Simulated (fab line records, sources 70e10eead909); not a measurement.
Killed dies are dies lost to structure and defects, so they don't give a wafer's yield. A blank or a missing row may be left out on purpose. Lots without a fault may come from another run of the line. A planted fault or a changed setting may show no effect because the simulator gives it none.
Chamber matching | flow nand_harc | NHARC_P_M0_ETCH_34 on rie_diel-12: 4 sister chambers
The step etches the open film in N2/H2, target depth 40 nm, overetch 12 nm, time 43.94 s. 4 wafers are shown with their chamber, then 10 later ones without.

WAFERS WITH THEIR CHAMBER
wafer  | chamber | showerhead_plenum_p_Torr (Torr)
L562.5 | 3       | 2.01
L568.3 | 2       | 1.99
L568.4 | 1       | 2.05
L567.5 | 0       | 2.04

WAFERS WITHOUT THEIR CHAMBER
wafer  | showerhead_plenum_p_Torr (Torr)
L567.6 | 2.05
L569.2 | 2.04
L569.5 | 2.04
L569.6 | 2.05
L571.2 | 1.99
L571.4 | 2.00
L571.5 | 1.99
L577.2 | 1.99
L577.4 | 2.04
L577.5 | 1.99

WHICH CHAMBER EACH WENT THROUGH
wafer  | from the rows above     | in truth
L567.6 | 1                       | 1
L569.2 | 0                       | 0
L569.5 | 0                       | 0
L569.6 | 1                       | 1
L571.2 | 2                       | 2
L571.4 | can't be placed: 3 or 2 | 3
L571.5 | 2                       | 2
L577.2 | 2                       | 2
L577.4 | 0                       | 0
L577.5 | 2                       | 2
Placed correctly: 9 of 10. Can't be placed from these rows: 1 (the true chamber is among the candidates in 1). Placed wrongly: 0.
How it was worked out, from the rows above alone: a wafer's distance from a chamber is the root of the sum, over the readings, of the square of ((its reading less the chamber's mean) divided by the reading's scatter). The wafer belongs to the nearest chamber; if the next one is less than 2 further off, it can't be placed. A chamber's mean is the mean of its shown wafers. The scatter: with one shown wafer a chamber, the root of the mean of the squares of how far each hidden wafer lies from its nearest shown one.
